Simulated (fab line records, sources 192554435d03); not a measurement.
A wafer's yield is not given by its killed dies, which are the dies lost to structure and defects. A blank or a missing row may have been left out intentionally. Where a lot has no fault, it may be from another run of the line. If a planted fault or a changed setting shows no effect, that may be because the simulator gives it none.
fab line records | flow n5Finfet
[record] lots = 24 wafers = 72 lastDay = 18
route steps=1938 shown BEOL_M15@1774
lots that met no fault: from a run of the same line without faults
startH: hours from the record's opening day to when the first of the lot's shown wafers began | waitH: how many hours have passed since the lot's step before this one | " the same as in the row above | L1.1+2: one row covering several wafers at once | - value missing, or start not given | * or withheld: withheld | < > ~ a bound
route shown NAME@n: a module of which the file shows steps, and the number in the route of the first | usual: mean/standard deviation of fault-free wafers | same: alike in all rows | chamber/n: place in a boat | sites: each site's reading | _std_site: standard deviation of those values | _edge_site: outer sites' mean less inner sites' | radiusMm: how far each site lies from the wafer's centre | mask NAME#n: copy n | behind: the last tool/chamber to shape the wafer | hold: why the lot went on hold/how many hours it stayed there/how the hold came to an end | device: the transistor (n, p or np) that didn't switch | end of line: tests run on the same wafers once the route is complete | a step with no rows: only its recipe | killed: at the first sort, the dies lost to defects and structure; wafer yield is something else | map: per-die view of a wafer (x killed, . not killed, _ where there is no die)
set.NAME: the setting the step ran with; set.NAME@STEP: the setting that earlier step ran with | model.NAME: the simulator's own value behind a step, which no gauge read
route steps across a sampled set of lots; one table per step, one row per wafer
services: a tool's chamber out of use, with start hour (startH, from the record's first day; less than 0 if before it), hours out, and reason
[[steps]]
[step N5_BEOL_M15_THK_MEAS_01]
[recipe] reads = SiO2_of_BEOL_M15_ILD_DEP_00
[usual] M15_ILD_THK = 1629/21
// columns lot.wafer tool chamber startH waitH M15_ILD_THK[nm]
L074.3 filmMetro-01 - 247.51 0.1 1616
L074.4 " - " " 1640
L074.5 " - " " 1644
L075.1 filmMetro-01 - 273.19 0.1 1635
L075.3 " - " " 1634
L075.6 " - " " 1666
L076.1 filmMetro-01 - 273.43 0.1 1595
L076.3 " - " " 1621
L076.4 " - " " 1636
L079.1 filmMetro-01 - 275.89 0.2 1600
L079.4 " - " " 1619
L079.6 " - " " 1650
L077.1 filmMetro-02 - 280.64 0.1 1609
L077.3 " - " " 1619
L077.6 " - " " 1617
L078.1 filmMetro-02 - 284.63 0.1 1656
L078.4 " - " " 1665
L078.5 " - " " 1618
L080.1 filmMetro-02 - 289.45 0.1 1596
L080.3 " - " " 1569
L080.5 " - " " 1614
L081.1 filmMetro-02 - 300.39 0.1 1614
L081.2 " - " " 1635
L081.5 " - " " 1658
L082.1 filmMetro-01 - 307.00 0.1 1594
L082.5 " - " " 1648
L082.6 " - " " 1642
L083.4 filmMetro-02 - 312.75 0.0 1644
L083.5 " - " " 1641
L083.6 " - " " 1613
L084.2 filmMetro-01 - 323.26 0.1 1627
L084.4 " - " " 1645
L084.5 " - " " 1613
L086.1 filmMetro-01 - 327.08 0.1 1616
L086.2 " - " " 1635
L086.3 " - " " 1617
L085.2 filmMetro-01 - 335.33 0.1 1599
L085.4 " - " " 1642
L085.6 " - " " 1630
L088.1 filmMetro-02 - 335.46 0.1 1631
L088.4 " - " " 1656
L088.6 " - " " 1661
L087.1 filmMetro-01 - 339.35 0.1 1634
L087.2 " - " " 1609
L087.6 " - " " 1693
L090.3 filmMetro-01 - 352.40 0.1 1665
L090.4 " - " " 1642
L090.5 " - " " 1657
L089.2 filmMetro-01 - 360.24 0.1 1625
L089.3 " - " " 1634
L089.5 " - " " 1639
L092.2 filmMetro-02 - 362.70 0.1 1598
L092.3 " - " " 1619
L092.5 " - " " 1612
L091.2 filmMetro-02 - 365.21 0.1 1639
L091.4 " - " " 1642
L091.6 " - " " 1637
L093.1 filmMetro-01 - 370.97 0.1 1634
L093.4 " - " " 1649
L093.6 " - " " 1643
L094.1 filmMetro-01 - 380.57 0.1 1606
L094.3 " - " " 1582
L094.4 " - " " 1622
L096.3 filmMetro-02 - 395.08 0.1 1623
L096.4 " - " " 1635
L096.5 " - " " 1642
L095.2 filmMetro-02 - 396.22 0.1 1627
L095.3 " - " " 1584
L095.4 " - " " 1650
L097.2 filmMetro-02 - 399.17 0.3 1620
L097.3 " - " " 1665
L097.4 " - " " 1642
[step N5_BEOL_M15_STRIP_64]
[recipe] chemistry = O2 powerW = 600 tempC = 60 pressureMtorr = 30 rfFrequencyHz = 6e+07 biasPowerW = 0 overashFraction = 0.3 o2FlowSccm = 225
[usual] drypumpMotorCurrentA = 5.8/0.59 oesProductAu = 0.82/0.094 rfVppV = 3.6/0.51 showerheadPlenumPTorr = 2.12/0.079 tempC = 59.99/0.12 throttleValvePct = 16.60/0.19
// columns lot.wafer tool chamber startH waitH drypumpMotorCurrentA oesProductAu rfHoursCounterH rfVppV showerheadPlenumPTorr tempC throttleValvePct
L074.3 rieDiel-01 3 - - 6.2 0.76 129 3.3 2.01 60.11 16.51
L074.4 " 0 " " 5.9 0.89 44 3.9 2.22 59.94 16.42
L074.5 " 1 " " 4.7 0.91 - 3.0 2.14 60.01 16.55
L075.1 rieDiel-04 1 - - 5.4 0.88 35 4.2 2.13 60.10 16.54
L075.3 " 0 " " 5.4 0.74 189 3.3 2.16 59.95 16.84
L075.6 " 0 " " 5.4 0.74 - 3.4 2.16 59.79 16.85
L076.1 rieDiel-01 0 - - 5.9 0.89 52 3.1 2.22 59.66 16.43
L076.3 " 1 " " 4.7 0.90 26 2.8 2.13 59.87 16.56
L076.4 " 3 " " 6.2 0.76 137 4.2 2.01 60.07 16.52
L079.1 rieDiel-03 1 - - 6.1 0.70 172 3.2 2.19 59.98 16.86
L079.4 " 2 " " 5.5 0.71 218 4.1 2.07 60.02 16.82
L079.6 " 2 " " 5.5 0.71 - 4.1 2.07 60.04 16.82
L077.1 rieDiel-03 2 - - 5.4 0.70 219 3.7 2.07 59.97 16.82
L077.3 " 3 " " 6.4 0.86 44 4.2 2.23 60.27 16.39
L077.6 " 1 " " 6.1 0.71 - 3.8 2.19 59.77 16.87
L078.1 rieDiel-04 0 - - 5.4 0.73 193 3.7 2.16 60.14 16.84
L078.4 " 2 " " 6.1 0.97 6 3.6 2.06 59.98 16.46
L078.5 " 0 " " 5.4 0.73 - 3.9 2.16 59.97 16.84
L080.1 rieDiel-01 2 - - 6.6 0.90 25 3.6 2.06 59.97 16.65
L080.3 " 0 " " 5.9 0.87 58 5.0 2.22 59.98 16.45
L080.5 " 2 " " 6.6 0.90 - 3.0 2.06 60.09 16.68
L081.1 rieDiel-04 1 - - 5.4 0.87 45 4.5 2.12 59.83 16.56
L081.2 " 2 " " 6.1 0.95 12 3.2 2.06 60.01 16.47
L081.5 " 1 " " 5.4 0.87 - 3.8 2.12 59.97 16.55
L082.1 rieDiel-03 3 - - 6.4 0.84 53 3.2 2.23 60.08 16.42
L082.5 " 3 " " 6.4 0.86 - 3.5 2.23 60.18 16.41
L082.6 " 1 " " 6.1 0.70 - 4.4 2.18 59.88 16.89
L083.4 rieDiel-01 3 - - 6.2 0.75 146 4.5 2.01 59.98 16.52
L083.5 " 2 " " 6.6 0.89 - 3.2 2.06 60.00 16.68
L083.6 " 3 " " 6.2 0.74 - 3.1 2.01 59.89 16.53
L084.2 rieDiel-01 2 - - 6.6 0.88 35 3.1 2.05 60.12 16.68
L084.4 " 1 " " 4.7 0.88 42 3.9 2.13 59.98 16.61
L084.5 " 1 " " 4.7 0.88 - 4.1 2.13 60.11 16.57
L086.1 rieDiel-04 1 - - 5.4 0.87 55 3.1 2.12 60.10 16.56
L086.2 " 3 " " 6.8 0.99 2 3.9 2.24 60.13 16.17
L086.3 " 0 " " 5.4 0.73 209 2.6 2.16 60.00 16.88
L085.2 rieDiel-04 2 - - 6.1 0.91 26 4.4 2.06 59.79 16.52
L085.4 " 3 " " 6.8 0.96 5 3.5 2.24 60.28 16.17
L085.6 " 2 " " 6.1 0.92 - 4.4 2.06 59.94 16.50
L088.1 rieDiel-03 3 - - 6.4 0.84 63 4.0 2.23 59.85 16.44
L088.4 " 2 " " 5.5 0.70 237 2.9 2.06 59.98 16.86
L088.6 " 1 " " 6.1 0.69 - 3.2 2.18 60.22 16.91
L087.1 rieDiel-04 2 - - 6.1 0.92 27 4.3 2.06 59.90 16.51
L087.2 " 0 " " 5.4 0.72 213 3.2 2.16 60.12 16.89
L087.6 " 2 " " 6.1 0.91 - 3.7 2.06 60.04 16.51
L090.3 rieDiel-04 2 - - 6.1 0.92 32 3.1 2.05 60.08 16.52
L090.4 " 1 " " 5.4 0.85 64 3.1 2.12 60.04 16.55
L090.5 " 1 " " 5.4 0.86 - 3.2 2.12 59.72 16.57
L089.2 rieDiel-04 3 - - 6.7 0.94 12 3.6 2.23 59.96 16.19
L089.3 " 2 " " 6.1 0.90 34 2.6 2.05 60.21 16.53
L089.5 " 1 " " 5.4 0.84 - 3.4 2.12 59.96 16.60
L092.2 rieDiel-04 0 - - 5.4 0.71 219 3.1 2.15 60.15 16.88
L092.3 " 1 " " 5.4 0.85 66 3.5 2.12 59.88 16.57
L092.5 " 0 " " 5.4 0.72 - 3.7 2.15 60.22 16.90
L091.2 rieDiel-01 0 - - 5.9 0.85 79 3.3 2.21 60.06 16.47
L091.4 " 3 " " 6.2 0.73 162 3.2 2.00 59.96 16.56
L091.6 " 0 " " 5.9 0.85 - 3.5 2.21 60.16 16.49
L093.1 rieDiel-01 2 - - 6.6 0.86 50 3.2 2.05 60.10 16.72
L093.4 " 1 " " 4.7 0.86 56 4.1 2.12 60.00 16.61
L093.6 " 0 " " 5.9 0.85 - 3.8 2.21 59.82 16.49
L094.1 rieDiel-03 0 - - 5.1 0.70 224 4.0 1.99 60.12 16.68
L094.3 " 3 " " 6.4 0.81 79 3.1 2.22 59.86 16.44
L094.4 " 1 " " 6.1 0.69 - 3.5 2.18 59.93 16.93
L096.3 rieDiel-03 0 - - 5.1 0.69 229 3.8 1.99 59.91 16.68
L096.4 " 1 " " 6.1 0.68 213 2.9 2.17 59.99 16.95
L096.5 " 0 " " 5.1 0.69 - 3.4 1.99 60.08 16.69
L095.2 rieDiel-03 1 - - 6.1 0.67 213 3.7 2.17 60.15 16.95
L095.3 " 0 " " 5.1 0.69 230 3.4 1.99 59.90 16.67
L095.4 " 3 " " 6.4 0.80 85 4.0 2.22 59.89 16.47
L097.2 rieDiel-04 1 - - 5.4 0.84 77 3.6 2.11 59.87 16.61
L097.3 " 0 " " 5.4 0.72 230 4.3 2.15 60.00 16.91
L097.4 " 3 " " 6.8 0.91 25 4.6 2.23 59.92 16.24
[step N5_BEOL_M15_OVL_MEAS_29]
[recipe] pointsPerWafer = 44
[usual] M15_OVL = -1/5.2
// columns lot.wafer tool chamber startH waitH M15_OVL[nm]
L074.3 overlay-02 0 249.68 0.0 3
L074.4 " 0 " " -1
L074.5 " 0 " " -2
L075.1 overlay-02 0 275.29 0.0 6
L075.3 " 0 " " -3
L075.6 " 0 " " -1
L076.1 overlay-02 0 275.47 0.0 4
L076.3 " 0 " " -2
L076.4 " 0 " " -11
L079.1 overlay-01 0 277.81 0.0 2
L079.4 " 0 " " -4
L079.6 " 0 " " -9
L077.1 overlay-02 0 282.58 0.0 -7
L077.3 " 0 " " -7
L077.6 " 0 " " -6
L078.1 overlay-02 0 286.66 0.0 -6
L078.4 " 0 " " 1
L078.5 " 0 " " -6
L080.1 overlay-01 0 291.44 0.0 -2
L080.3 " 0 " " 2
L080.5 " 0 " " 0
L081.1 overlay-01 0 302.30 0.0 -4
L081.2 " 0 " " 0
L081.5 " 0 " " -5
L082.1 overlay-02 0 308.92 0.0 -4
L082.5 " 0 " " -7
L082.6 " 0 " " 0
L083.4 overlay-01 0 314.71 0.0 9
L083.5 " 0 " " 12
L083.6 " 0 " " 2
L084.2 overlay-01 0 325.22 0.0 6
L084.4 " 0 " " 4
L084.5 " 0 " " -1
L086.1 overlay-01 0 329.01 0.0 8
L086.2 " 0 " " 3
L086.3 " 0 " " 11
L085.2 overlay-01 0 337.28 0.0 -2
L085.4 " 0 " " -5
L085.6 " 0 " " 3
L088.1 overlay-01 0 337.56 0.0 -8
L088.4 " 0 " " -4
L088.6 " 0 " " -4
L087.1 overlay-01 0 341.62 0.0 0
L087.2 " 0 " " -7
L087.6 " 0 " " 2
L090.3 overlay-02 0 354.32 0.0 1
L090.4 " 0 " " 5
L090.5 " 0 " " 1
L089.2 overlay-02 0 362.28 0.0 -9
L089.3 " 0 " " -6
L089.5 " 0 " " -1
L092.2 overlay-02 0 364.91 0.0 -4
L092.3 " 0 " " -1
L092.5 " 0 " " 1
L091.2 overlay-02 0 367.25 0.0 3
L091.4 " 0 " " 7
L091.6 " 0 " " 3
L093.1 overlay-02 0 372.91 0.0 -7
L093.4 " 0 " " 8
L093.6 " 0 " " 4
L094.1 overlay-02 0 382.37 0.0 0
L094.3 " 0 " " 2
L094.4 " 0 " " -14
L096.3 overlay-02 0 396.88 0.0 -10
L096.4 " 0 " " -2
L096.5 " 0 " " -3
L095.2 overlay-02 0 398.34 0.0 1
L095.3 " 0 " " 5
L095.4 " 0 " " 6
L097.2 overlay-01 0 401.22 0.0 4
L097.3 " 0 " " 3
L097.4 " 0 " " 7
[step N5_BEOL_M15_DESCUM_33]
[recipe] chemistry = O2 timeS = 7.9 sourcePowerW = 50 biasPowerW = 20 pressureMtorr = 20 rfFrequencyHz = 2.712e+07 tempC = 40 o2FlowSccm = 225
[usual] drypumpMotorCurrentA = 5.8/0.59 oesProductAu = 0.78/0.094 rfFwdPowerW = 49.38/0.23 rfVppV = 243.5/1.6 showerheadPlenumPTorr = 2.11/0.085 tempC = 40.00/0.12 throttleValvePct = 20.40/0.19
[same] timeS = 7.9
// columns lot.wafer tool chamber startH waitH drypumpMotorCurrentA oesProductAu rfFwdPowerW rfHoursCounterH rfVppV showerheadPlenumPTorr tempC throttleValvePct
L074.3 rieDiel-04 1 249.74 0.0 5.4 0.91 49.44 28 243.0 2.13 40.17 20.32
L074.4 " 1 " " 5.4 0.90 49.62 - 244.5 2.13 39.94 20.32
L074.5 " 3 " " 6.8 0.67 49.09 - 240.9 1.98 40.07 20.28
L075.1 rieDiel-03 1 275.35 0.0 6.1 0.72 49.15 172 244.5 2.18 40.07 20.63
L075.3 " 3 " " 6.4 0.85 49.56 42 246.5 2.23 40.01 20.14
L075.6 " 2 " " 5.5 0.71 49.30 - 242.7 2.06 40.21 20.56
L076.1 rieDiel-04 1 275.59 0.1 5.4 0.88 49.31 36 243.4 2.12 40.00 20.32
L076.3 " 2 " " 6.1 1.00 49.43 3 242.9 2.06 40.25 20.28
L076.4 " 0 " " 5.4 0.75 49.60 189 244.3 2.16 40.00 20.59
L079.1 rieDiel-03 3 278.04 0.2 6.4 0.86 49.53 43 246.9 2.23 39.84 20.17
L079.4 " 1 " " 6.1 0.71 49.20 173 245.7 2.18 40.06 20.61
L079.6 " 1 " " 6.1 0.71 49.15 - 243.8 2.18 39.99 20.62
L077.1 rieDiel-03 1 282.64 0.0 6.1 0.71 49.18 175 244.2 2.18 40.07 20.61
L077.3 " 2 " " 5.5 0.71 49.65 220 243.8 2.06 40.04 20.54
L077.6 " 0 " " 5.1 0.71 49.12 - 243.0 2.00 40.14 20.34
L078.1 rieDiel-01 0 286.71 0.0 5.8 0.87 49.54 56 246.0 2.21 39.93 20.22
L078.4 " 2 " " 6.6 0.89 49.68 - 241.4 2.05 40.01 20.51
L078.5 " 0 " " 5.9 0.88 49.65 - 244.0 2.21 39.58 20.20
L080.1 rieDiel-01 1 291.55 0.1 4.7 0.89 49.27 32 244.3 2.13 39.95 20.38
L080.3 " 1 " " 4.7 0.89 49.40 - 244.4 2.13 40.05 20.38
L080.5 " 1 " " 4.7 0.88 49.39 - 246.2 2.13 40.06 20.36
L081.1 rieDiel-01 0 302.36 0.0 5.9 0.87 49.45 60 245.9 2.21 40.05 20.21
L081.2 " 2 " " 6.6 0.89 49.53 28 241.8 2.05 39.93 20.50
L081.5 " 2 " " 6.5 0.89 49.87 - 242.2 2.05 39.92 20.51
L082.1 rieDiel-03 1 309.04 0.1 6.1 0.70 49.40 184 245.4 2.18 39.91 20.62
L082.5 " 1 " " 6.1 0.70 49.33 - 244.2 2.18 39.83 20.63
L082.6 " 3 " " 6.5 0.84 49.13 - 244.4 2.23 39.93 20.18
L083.4 rieDiel-04 1 315.10 0.4 5.4 0.87 49.36 - 243.7 2.12 40.04 20.36
L083.5 " 2 " " 6.1 0.93 49.32 - 242.7 2.05 39.93 20.29
L083.6 " 0 " " 5.3 0.73 49.58 - 243.3 2.15 40.01 20.62
L084.2 rieDiel-03 0 325.66 0.4 5.1 0.71 48.94 206 241.3 1.99 40.05 20.33
L084.4 " 2 " " 5.5 0.70 49.65 235 242.6 2.06 39.80 20.58
L084.5 " 2 " " 5.5 0.70 49.59 - 243.2 2.06 39.93 20.58
L086.1 rieDiel-03 2 329.08 0.0 5.5 0.70 49.70 236 241.8 2.06 40.01 20.59
L086.2 " 0 " " 5.2 0.71 49.16 207 240.0 1.99 40.07 20.36
L086.3 " 3 " " 6.4 0.84 49.36 61 246.3 2.22 39.95 20.18
L085.2 rieDiel-03 0 337.34 0.0 5.1 0.71 49.09 210 241.6 1.99 39.85 20.34
L085.4 " 3 " " 6.4 0.83 49.63 64 244.7 2.22 39.87 20.19
L085.6 " 2 " " 5.5 0.69 49.71 - 242.9 2.06 40.05 20.58
L088.1 rieDiel-03 1 337.62 0.0 6.1 0.69 49.26 194 245.6 2.18 39.90 20.64
L088.4 " 3 " " 6.4 0.83 49.61 64 244.3 2.22 39.91 20.19
L088.6 " 1 " " 6.1 0.69 49.37 - 244.0 2.18 39.74 20.65
L087.1 rieDiel-04 2 341.93 0.3 6.1 0.91 49.43 28 241.9 2.05 40.42 20.29
L087.2 " 0 " " 5.3 0.73 49.74 213 244.4 2.15 39.85 20.63
L087.6 " 3 " " 6.8 0.95 49.06 - 245.8 2.23 39.90 19.95
L090.3 rieDiel-04 3 354.38 0.0 6.8 0.93 49.10 11 244.7 2.23 40.11 19.94
L090.4 " 0 " " 5.4 0.72 49.78 217 244.6 2.15 40.23 20.62
L090.5 " 2 " " 6.1 0.91 49.57 - 242.1 2.05 39.93 20.30
L089.2 rieDiel-03 0 362.34 0.0 5.1 0.70 49.04 217 241.3 1.99 40.12 20.35
L089.3 " 3 " " 6.4 0.81 49.48 72 243.1 2.22 40.05 20.19
L089.5 " 2 " " 5.5 0.68 49.73 - 242.4 2.05 39.99 20.60
L092.2 rieDiel-03 2 365.07 0.1 5.5 0.69 49.45 247 243.4 2.05 40.13 20.59
L092.3 " 0 " " 5.1 0.70 48.96 219 241.3 1.99 39.86 20.36
L092.5 " 2 " " 5.5 0.69 49.58 - 242.8 2.05 39.96 20.61
L091.2 rieDiel-01 1 367.39 0.1 4.7 0.85 49.36 55 244.0 2.12 39.99 20.41
L091.4 " 3 " " 6.2 0.73 49.71 162 241.0 2.00 39.85 20.29
L091.6 " 3 " " 6.2 0.74 49.50 - 242.9 2.00 39.95 20.28
L093.1 rieDiel-03 1 373.07 0.1 6.1 0.68 49.56 204 242.7 2.17 39.93 20.65
L093.4 " 0 " " 5.1 0.69 49.19 - 242.3 1.99 40.11 20.37
L093.6 " 3 " " 6.4 0.81 49.28 - 245.7 2.22 39.71 20.21
L094.1 rieDiel-03 3 382.42 0.0 6.4 0.81 49.22 80 243.8 2.22 40.10 20.21
L094.3 " 1 " " 6.1 0.68 49.00 208 243.8 2.17 40.13 20.68
L094.4 " 1 " " 6.1 0.68 49.00 - 242.6 2.17 40.25 20.67
L096.3 rieDiel-03 3 397.06 0.2 6.4 0.81 49.32 86 245.8 2.21 39.93 20.24
L096.4 " 1 " " 6.1 0.68 49.30 213 245.2 2.17 39.87 20.67
L096.5 " 0 " " 5.1 0.69 48.99 - 241.1 1.99 40.10 20.38
L095.2 rieDiel-04 0 398.39 0.0 5.4 0.72 49.59 230 244.0 2.15 40.12 20.64
L095.3 " 3 " " 6.8 0.91 48.96 24 246.1 2.22 39.77 19.97
L095.4 " 1 " " 5.4 0.83 49.28 76 243.8 2.11 39.93 20.38
L097.2 rieDiel-03 0 401.27 0.0 5.1 0.69 49.26 232 242.4 1.98 40.12 20.38
L097.3 " 3 " " 6.4 0.80 49.27 87 244.5 2.21 39.91 20.22
L097.4 " 1 " " 6.1 0.67 49.58 215 244.0 2.17 40.05 20.67
[step N5_BEOL_M15_PRE_CLEAN_42]
[recipe] gas = H2/He timeS = 30 tempC = 300
[usual] heaterPowerW = 440/40
[same] timeS = 30
// columns lot.wafer tool chamber startH waitH heaterPowerW
L074.3 pvdSputter-02 - 258.46 0.0 475
L074.4 " - " " 403
L074.5 " - " " 514
L075.1 pvdSputter-02 - 279.15 0.0 467
L075.3 " - " " 517
L075.6 " - " " 470
L076.1 pvdSputter-01 - 279.35 0.0 446
L076.3 " - " " 491
L076.4 " - " " 384
L079.1 pvdSputter-02 - 279.95 0.0 443
L079.4 " - " " 466
L079.6 " - " " 445
L077.1 pvdSputter-03 - 286.59 0.0 406
L077.3 " - " " 467
L077.6 " - " " 433
L078.1 pvdSputter-01 - 290.29 0.0 494
L078.4 " - " " 456
L078.5 " - " " 453
L080.1 pvdSputter-02 - 293.20 0.0 467
L080.3 " - " " 445
L080.5 " - " " 533
L081.1 pvdSputter-01 - 303.73 0.0 373
L081.2 " - " " 432
L081.5 " - " " 437
L082.1 pvdSputter-02 - 310.59 0.0 517
L082.5 " - " " 442
L082.6 " - " " 395
L083.4 pvdSputter-03 - 319.34 0.0 450
L083.5 " - " " 463
L083.6 " - " " 402
L084.2 pvdSputter-01 - 326.38 0.0 485
L084.4 " - " " 458
L084.5 " - " " 427
L086.1 pvdSputter-03 - 331.98 0.0 393
L086.2 " - " " 465
L086.3 " - " " 438
L085.2 pvdSputter-03 - 340.32 0.0 468
L085.4 " - " " 399
L085.6 " - " " 433
L088.1 pvdSputter-03 - 340.64 0.0 475
L088.4 " - " " 440
L088.6 " - " " 462
L087.1 pvdSputter-02 - 344.30 0.0 452
L087.2 " - " " 525
L087.6 " - " " 441
L090.3 pvdSputter-01 - 357.63 0.0 377
L090.4 " - " " 455
L090.5 " - " " 437
L089.2 pvdSputter-03 - 363.68 0.0 467
L089.3 " - " " 404
L089.5 " - " " 466
L092.2 pvdSputter-03 - 368.57 0.0 445
L092.3 " - " " 459
L092.5 " - " " 464
L091.2 pvdSputter-01 - 368.61 0.0 438
L091.4 " - " " 491
L091.6 " - " " 436
L093.1 pvdSputter-03 - 375.25 0.0 431
L093.4 " - " " 411
L093.6 " - " " 458
L094.1 pvdSputter-02 - 385.20 0.0 449
L094.3 " - " " 514
L094.4 " - " " 406
L096.3 pvdSputter-03 - 400.36 0.0 464
L096.4 " - " " 396
L096.5 " - " " 464
L095.2 pvdSputter-02 - 400.88 0.0 526
L095.3 " - " " 394
L095.4 " - " " 450
L097.2 pvdSputter-01 - 403.47 0.0 374
L097.3 " - " " 440
L097.4 " - " " 484
[step N5_BEOL_M15_SPUTTER_45]
[recipe] material = Cu targetThkA = 1000 tempC = -20 biasV = 60 powerW = 26000 chamberPressurePa = 0.13 timeS = 16.67
[usual] chamberPressurePa = 0.13/0.00025 throttleValvePct = 29.9/0.83
[same] timeS = 16.67
// columns lot.wafer tool chamber startH waitH chamberPressurePa throttleValvePct
L074.3 pvdSputter-02 - 258.66 0.0 0.12946 29.0
L074.4 " - " " 0.12999 28.6
L074.5 " - " " 0.13004 29.1
L075.1 pvdSputter-02 - 279.35 0.0 0.12976 28.8
L075.3 " - " " 0.12997 28.8
L075.6 " - " " 0.13044 29.1
L076.1 pvdSputter-01 - 279.55 0.0 0.12979 31.5
L076.3 " - " " 0.12999 30.0
L076.4 " - " " 0.12969 29.3
L079.1 pvdSputter-02 - 280.15 0.0 0.13024 29.7
L079.4 " - " " 0.13002 29.3
L079.6 " - " " 0.13036 29.8
L077.1 pvdSputter-03 - 286.79 0.0 0.12969 30.0
L077.3 " - " " 0.1298 30.8
L077.6 " - " " 0.13021 30.4
L078.1 pvdSputter-01 - 290.49 0.0 0.13034 30.3
L078.4 " - " " 0.12998 30.7
L078.5 " - " " 0.12985 30.6
L080.1 pvdSputter-02 - 293.40 0.0 0.13004 28.8
L080.3 " - " " 0.12995 29.6
L080.5 " - " " 0.1302 28.8
L081.1 pvdSputter-01 - 303.93 0.0 0.13037 29.0
L081.2 " - " " 0.12997 31.6
L081.5 " - " " 0.13007 31.1
L082.1 pvdSputter-02 - 310.79 0.0 0.1304 29.0
L082.5 " - " " 0.12982 29.8
L082.6 " - " " 0.12979 29.0
L083.4 pvdSputter-03 - 319.54 0.0 0.13033 30.5
L083.5 " - " " 0.13041 30.9
L083.6 " - " " 0.12983 30.0
L084.2 pvdSputter-01 - 326.58 0.0 0.12996 29.8
L084.4 " - " " 0.12965 30.6
L084.5 " - " " 0.13032 31.7
L086.1 pvdSputter-03 - 332.18 0.0 0.12964 30.2
L086.2 " - " " 0.12993 30.9
L086.3 " - " " 0.1301 30.3
L085.2 pvdSputter-03 - 340.52 0.0 0.1302 30.9
L085.4 " - " " 0.12955 29.7
L085.6 " - " " 0.12969 30.6
L088.1 pvdSputter-03 - 340.84 0.0 0.13005 30.8
L088.4 " - " " 0.1297 30.4
L088.6 " - " " 0.13046 30.6
L087.1 pvdSputter-02 - 344.50 0.0 0.13018 29.8
L087.2 " - " " 0.12984 29.0
L087.6 " - " " 0.1299 29.8
L090.3 pvdSputter-01 - 357.83 0.0 0.13012 29.4
L090.4 " - " " 0.12942 30.6
L090.5 " - " " 0.13011 31.4
L089.2 pvdSputter-03 - 363.88 0.0 0.13008 30.8
L089.3 " - " " 0.12991 29.7
L089.5 " - " " 0.12974 30.7
L092.2 pvdSputter-03 - 368.77 0.0 0.1297 30.3
L092.3 " - " " 0.12978 30.8
L092.5 " - " " 0.1301 30.6
L091.2 pvdSputter-01 - 368.81 0.0 0.1304 31.3
L091.4 " - " " 0.12974 29.9
L091.6 " - " " 0.13031 31.6
L093.1 pvdSputter-03 - 375.45 0.0 0.13027 30.5
L093.4 " - " " 0.12997 29.7
L093.6 " - " " 0.12943 30.7
L094.1 pvdSputter-02 - 385.40 0.0 0.1298 29.7
L094.3 " - " " 0.13017 29.0
L094.4 " - " " 0.13052 28.6
L096.3 pvdSputter-03 - 400.56 0.0 0.12977 30.7
L096.4 " - " " 0.12996 30.0
L096.5 " - " " 0.12942 30.8
L095.2 pvdSputter-02 - 401.08 0.0 0.1298 28.9
L095.3 " - " " 0.12986 28.9
L095.4 " - " " 0.13022 29.6
L097.2 pvdSputter-01 - 403.67 0.0 0.13021 29.3
L097.3 " - " " 0.13003 31.3
L097.4 " - " " 0.13034 30.3
[[services]]
// columns tool chamber startH hours kind
rieDiel-01 - 229.97 2.8 pm
rieDiel-04 1 239.23 6.4 repair
rieDiel-04 2 247.20 - clean
rieDiel-04 2 247.20 - consumableReplace:focusRing
rieDiel-04 2 247.20 17.3 scheduledDown
rieDiel-04 2 247.20 17.3 ventCycle
rieDiel-01 3 284.47 7.4 repair
rieDiel-04 3 295.36 - clean
rieDiel-04 3 295.36 - consumableReplace:focusRing
rieDiel-04 3 295.36 - consumableReplace:showerhead
rieDiel-04 3 295.36 27.3 scheduledDown
rieDiel-04 3 295.36 27.3 ventCycle
pvdSputter-01 - 352.67 1.6 repair
rieDiel-03 2 372.84 - clean
rieDiel-03 2 372.84 - consumableReplace:focusRing
rieDiel-03 2 372.84 14.8 scheduledDown
rieDiel-03 2 372.84 14.8 ventCycle
[[key]]
fault none
